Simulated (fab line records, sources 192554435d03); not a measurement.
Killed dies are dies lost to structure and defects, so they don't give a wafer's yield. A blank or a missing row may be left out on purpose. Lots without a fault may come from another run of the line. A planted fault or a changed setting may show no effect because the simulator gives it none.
Problem report in the 8D (eight disciplines) form, filled by code | flow n5_finfet | the parts of the form that need people (team, actions taken, sign-off) are left out

1. THE PROBLEM
raw_defect_count at N5_BEOL_M3_INSPECT_59 reads a mean of 850 on 2 wafers of 2 lots; wafers without a fault read 68 with a standard deviation of 24. That is +33 standard deviations from the usual mean.
The step: inspects for defects (darkfield).
First seen on wafer L870.4, day 9 14:51, on defect_inspect-02. The record holds 27 wafers of 9 lots with a number at this step. Rule for "out", or "out of limits": more than 4 standard deviations from the usual mean. The other wafers with a number count as sound.

2. WHAT IT IS AND WHAT IT IS NOT
question                    | is                | is not
which readings at this step | raw_defect_count  | -
which lots                  | L870, L872        | L861, L873, L875, L877, L878, L880, L883
which wafers of those lots  | L870.4, L872.5    | L870.3, L870.5, L872.2, L872.4
read on which gauges        | defect_inspect-02 | defect_inspect-01
when                        | from day 9 14:51  | up to then (5 sound wafers); but 20 sound wafers of L872, L873, L875, L877, L878, L880, L883 came after

3. SUSPECTS, AND WHAT RULES EACH OUT
Counting: a tool at a process step up to the reading stays a suspect if it ran every lot that is out. Sound lots after the first of them don't rule it out here, since some wafers of a struck lot are sound.
- the gauge at N5_BEOL_M3_INSPECT_59: ruled out. All the wafers that are out were read on defect_inspect-02, but those of them that N5_PASSIVATION_PROBE_49 has rows for are out there too, on other tools.
- pecvd-03 at N5_BEOL_M3_PRE_CLEAN_56 (time 15 s): kept. It ran every lot that is out, first L870 (day 9 14:43); its last sound lot up to then is L861 (day 7 16:00).
- pecvd-03 at N5_BEOL_M3_DEP_57 (deposits SiCN from 3MS/NH3, target thk 8 nm, time 14 s): kept. It ran every lot that is out, first L870 (day 9 14:46); its last sound lot up to then is L861 (day 7 16:02).
- Within pecvd-03 at N5_BEOL_M3_DEP_57: the wafers that are out ran in chamber 1; their sound lot-mates ran in chamber 0.
Left after counting: pecvd-03 at N5_BEOL_M3_PRE_CLEAN_56, pecvd-03 at N5_BEOL_M3_DEP_57.

4. THE CAUSE (what the simulator had put in)
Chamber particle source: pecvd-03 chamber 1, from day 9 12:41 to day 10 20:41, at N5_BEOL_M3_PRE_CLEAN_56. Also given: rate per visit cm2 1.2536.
Counting left 2 suspects, and this tool is among them.

5. THE CHAIN OF EFFECTS, in route order
Each row: a reading whose mean over the struck wafers that have a number lies more than 3 standard deviations from the usual. Only readings for which the record gives a usual standard deviation are gone through. hours: the time from each lot's start at the first step in this table that gives one to its start at this step, as a median over the lots. sigmas: the change in usual standard deviations.
hours | step                    | reading              | usual  | on struck wafers | change | sigmas
0     | N5_BEOL_M3_INSPECT_59   | raw_defect_count     | 68     | 850              | +782   | +33
2     | N5_BEOL_M4_INSPECT_13   | raw_defect_count     | 414    | 1120             | +706   | +7.8
124   | N5_PASSIVATION_PROBE_49 | defect_limited_yield | 91.4 % | 85.2             | -6.2   | -3.8
124   | N5_PASSIVATION_PROBE_49 | killed_at_M0_to_M3   | 34     | 120              | +86    | +7.2
124   | N5_PASSIVATION_PROBE_49 | killed_dies          | 102    | 174              | +72    | +3.8
124   | N5_PASSIVATION_PROBE_49 | killed_on_rim        | 13     | 29               | +16    | +3.7
124   | N5_PASSIVATION_PROBE_49 | sort_n_pass          | 1078   | 1006             | -72    | -3.8
124   | N5_PASSIVATION_PROBE_49 | sort_yield_pct       | 91.4 % | 85.2             | -6.2   | -3.8
The process steps in it:
- N5_PASSIVATION_PROBE_49
Later measuring or inspecting steps at which every struck wafer that the step has a row for has a number for every such reading, and none has moved that far: N5_BEOL_M4_RC_MEAS_101.

6. WHAT WOULD HAVE CAUGHT IT SOONER
In this record the first reading out of limits at a measuring or inspecting step was taken at day 9 14:51, 2 hours after the fault began at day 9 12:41.
Of the lots that are out (2), L872 began N5_BEOL_M3_PRE_CLEAN_56 on pecvd-03 after day 9 14:51. A hold on the tool at that time would have spared it.
